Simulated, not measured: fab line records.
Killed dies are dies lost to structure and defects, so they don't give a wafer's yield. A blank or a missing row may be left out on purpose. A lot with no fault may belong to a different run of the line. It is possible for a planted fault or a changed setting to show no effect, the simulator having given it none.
The tool behind it: which one? + flow nandHarc + Sampling: 13 lots, 39 wafers, 5 of 1159 route steps

## WHAT THE GAUGES READ, wafer by wafer
NHARC_THIN_TSV_CD_MEAS_33 targets a cd of 5000 nm. Usual: 5000.5 nm for cdNm, sd 1.7.
| lot  | measured     | on       | cdNm (nm)            | flag |
|------|--------------|----------|----------------------|------|
| L893 | day 19 05:13 | cdSem-03 | 5002.3 4998.6 5002.3 |      |
| L894 | day 19 18:53 | cdSem-01 | 5002.4 5000.2 5002.8 |      |
| L896 | day 20 01:31 | cdSem-01 | 5000.6 4997.9 5000.4 |      |
| L897 | day 21 04:58 | cdSem-01 | 5001.7 5002.7 5000.2 |      |
| L898 | day 21 06:56 | cdSem-01 | 5001.0 5000.7 4999.7 |      |
| L900 | day 21 06:00 | cdSem-03 | 4994.7 4999.4 4998.1 |      |
| L902 | day 21 22:25 | cdSem-02 | 4997.9 5001.8 4998.8 |      |
| L904 | day 22 10:27 | cdSem-03 | 5001.6 4997.5 4997.3 |      |
| L910 | day 23 13:28 | cdSem-02 | 5002.1 5001.6 5000.2 |      |
| L912 | day 23 18:44 | cdSem-03 | 4999.3 4999.2 5002.3 |      |
| L911 | day 23 20:11 | cdSem-03 | 5001.9 5001.5 5002.0 |      |
| L909 | day 23 23:02 | cdSem-03 | 5003.7 4999.2 4999.9 |      |
| L913 | day 24 12:16 | cdSem-01 | 5001.1 4999.4 5000.2 |      |

NHARC_END_SORT_01. Usual: killedAtArray 27, standard deviation 9.9; killedAtOther 0.6, standard deviation 0.84; killedAtPeriphery 3.7, standard deviation 2.5; killedDies 31, standard deviation 9.9; killedOpen 3.0, standard deviation 1.6; killedShort 1.9, standard deviation 1.2.
| lot  | measured     | on        | killedAtArray | killedAtOther | killedAtPeriphery | killedDies | killedOpen | killedShort | flag |
|------|--------------|-----------|---------------|---------------|-------------------|------------|------------|-------------|------|
| L898 | day 21 13:40 | prober-02 | 20 27 16      | 0 2 1         | 1 4 2             | 21 33 19   | 2 2 3      | 3 2 3       |      |
| L904 | day 22 22:39 | prober-01 | 76 30 66      | 0 1 0         | 1 2 1             | 77 33 67   | 0 2 2      | 1 0 1       | OFF  |
| L910 | day 23 22:32 | prober-02 | 51 36 47      | 0 0 0         | 2 3 3             | 53 39 50   | 5 1 4      | 3 1 1       |      |
| L912 | day 24 07:07 | prober-02 | 35 36 36      | 0 0 0         | 2 3 5             | 37 39 41   | 2 4 4      | 2 0 3       |      |
| L911 | day 24 07:11 | prober-01 | 33 39 40      | 2 0 2         | 7 8 7             | 42 47 49   | 5 2 2      | 1 3 3       |      |
| L909 | day 24 14:10 | prober-02 | 37 30 41      | 1 1 1         | 1 2 9             | 39 33 51   | 1 1 4      | 0 3 2       |      |
| L913 | day 24 22:37 | prober-01 | 20 19 19      | 0 0 0         | 2 1 1             | 22 20 20   | 2 1 2      | 1 1 2       |      |

## WHAT TOOL EACH LOT RAN ON (gives the tool, then ch and the chambers of the sampled wafers, and finally the start)
| lot  | NHARC_A_CONTACT_ETCH_133           | NHARC_THIN_TSV_ETCH_15          | NHARC_THIN_TSV_DEP_47           |
|------|------------------------------------|---------------------------------|---------------------------------|
| L893 | harCapEtch-01 ch 0, day 17 00:37   | rieSi-05 ch 0,1, day 19 00:08   | pecvd-03 ch 0,1,2, day 19 01:08 |
| L894 | harCapEtch-01 ch 0,1, day 17 16:36 | rieSi-02 ch 0,1,3, day 19 13:37 | pecvd-03 ch 0,1,2, day 19 14:40 |
| L896 | harCapEtch-02 ch 0, day 17 20:16   | rieSi-03 ch 0,1,2, day 19 20:02 | pecvd-02 ch 0,2, day 19 21:07   |
| L897 | harCapEtch-01 ch 0,1, day 18 12:25 | rieSi-03 ch 0,2,3, day 20 23:26 | pecvd-02 ch 0,1, day 21 00:49   |
| L898 | harCapEtch-02 ch 0,1, day 19 02:02 | rieSi-03 ch 1,2,3, day 21 01:58 | pecvd-02 ch 0,2, day 21 02:59   |
| L900 | harCapEtch-03 ch 0,1, day 19 03:09 | rieSi-02 ch 1,2,3, day 21 00:46 | pecvd-02 ch 0,1,2, day 21 01:48 |
| L902 | harCapEtch-02 ch 0,1, day 20 00:04 | rieSi-03 ch 2,3, day 21 17:20   | pecvd-01 ch 0,1,2, day 21 18:26 |
| L904 | harCapEtch-01 ch 0,1, day 20 07:09 | rieSi-05 ch 0,1, day 22 05:20   | pecvd-01 ch 0,1, day 22 06:27   |
| L910 | harCapEtch-03 ch 0,1, day 21 13:04 | rieSi-05 ch 0,3, day 23 08:10   | pecvd-01 ch 1,2, day 23 09:10   |
| L912 | harCapEtch-02 ch 0,1, day 21 20:00 | rieSi-02 ch 0,1,2, day 23 13:05 | pecvd-01 ch 0,1, day 23 14:09   |
| L911 | harCapEtch-03 ch 0,1, day 21 21:55 | rieSi-03 ch 1,2, day 23 14:09   | pecvd-01 ch 0,1,2, day 23 15:29 |
| L909 | harCapEtch-02 ch 0,1, day 22 01:40 | rieSi-05 ch 0,1,3, day 23 17:32 | pecvd-02 ch 0,1, day 23 18:56   |
| L913 | harCapEtch-03 ch 0,1, day 22 13:42 | rieSi-05 ch 0,2,3, day 24 07:13 | pecvd-01 ch 0,1, day 24 08:13   |
- NHARC_A_CONTACT_ETCH_133: etches the open film in C4F8/O2/Ar, time 195 s, target depth 840 nm.
- NHARC_THIN_TSV_ETCH_15: target depth 3000 nm, bosch target overetch cycles 2, bosch etch step 2.8 s.
- NHARC_THIN_TSV_DEP_47: deposits SiO2, target thk 200 nm.

## AS READ BY THE TOOLS THEMSELVES (means over the sampled wafers that have a number; for cases with no such wafer, the mark the record gives instead)
NHARC_THIN_TSV_ETCH_15. Usual: 5.48 A for drypumpMotorCurrentA, sd 0.18.
| lot  | tool     | drypumpMotorCurrentA (A) | flag |
|------|----------|--------------------------|------|
| L893 | rieSi-05 | 5.68                     |      |
| L894 | rieSi-02 | 5.42                     |      |
| L896 | rieSi-03 | 5.46                     |      |
| L897 | rieSi-03 | 5.55                     |      |
| L898 | rieSi-03 | 5.45                     |      |
| L900 | rieSi-02 | 5.30                     |      |
| L902 | rieSi-03 | 5.61                     |      |
| L904 | rieSi-05 | 5.71                     |      |
| L910 | rieSi-05 | 5.59                     |      |
| L912 | rieSi-02 | 5.33                     |      |
| L911 | rieSi-03 | 5.52                     |      |
| L909 | rieSi-05 | 5.61                     |      |
| L913 | rieSi-05 | 5.61                     |      |

NHARC_THIN_TSV_DEP_47. Usual: 15.7 % for throttleValvePct, sd 0.46.
| lot  | tool     | throttleValvePct (%) | flag |
|------|----------|----------------------|------|
| L893 | pecvd-03 | 15.7                 |      |
| L894 | pecvd-03 | 15.7                 |      |
| L896 | pecvd-02 | 15.3                 |      |
| L897 | pecvd-02 | 15.4                 |      |
| L898 | pecvd-02 | 15.3                 |      |
| L900 | pecvd-02 | 15.5                 |      |
| L902 | pecvd-01 | 15.8                 |      |
| L904 | pecvd-01 | 15.9                 |      |
| L910 | pecvd-01 | 16.1                 |      |
| L912 | pecvd-01 | 16.1                 |      |
| L911 | pecvd-01 | 16.0                 |      |
| L909 | pecvd-02 | 15.7                 |      |
| L913 | pecvd-01 | 15.9                 |      |

## THE ANSWER, worked out from the rows above alone
Rule: a lot is off if the mean of its wafers that have a number lies more than 3 standard deviations from the usual mean. A lot without any number at a reading at which 4 lots or more have one is off too. The other lots that the step has rows for count as sound. Order of review: gauges by route order, followed by the tools' own readings, for which a lot's mean as printed above is used. At the first step where some lot is off, the reading lying furthest off is the one used; lots without a number count as furthest.
Off: L904 (NHARC_END_SORT_01, killedAtArray). Neither off nor sound, because the step has no rows for them: L893, L894, L896, L897, L900, L902.
A tool fits if, at a process step before that reading, it ran every lot that is off, and no sound lot after the first of them. Those tools and the gauges at NHARC_END_SORT_01 are tried in the same way. One candidate fits, namely harCapEtch-01 at NHARC_A_CONTACT_ETCH_133. It ran no sound lot before its first lot that is off in this sample, so the start can't be narrowed down.

## WHAT WAS PUT IN BY THE SIMULATOR
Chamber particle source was harCapEtch-01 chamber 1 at NHARC_A_CONTACT_ETCH_133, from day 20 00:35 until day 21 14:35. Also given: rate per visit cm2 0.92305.
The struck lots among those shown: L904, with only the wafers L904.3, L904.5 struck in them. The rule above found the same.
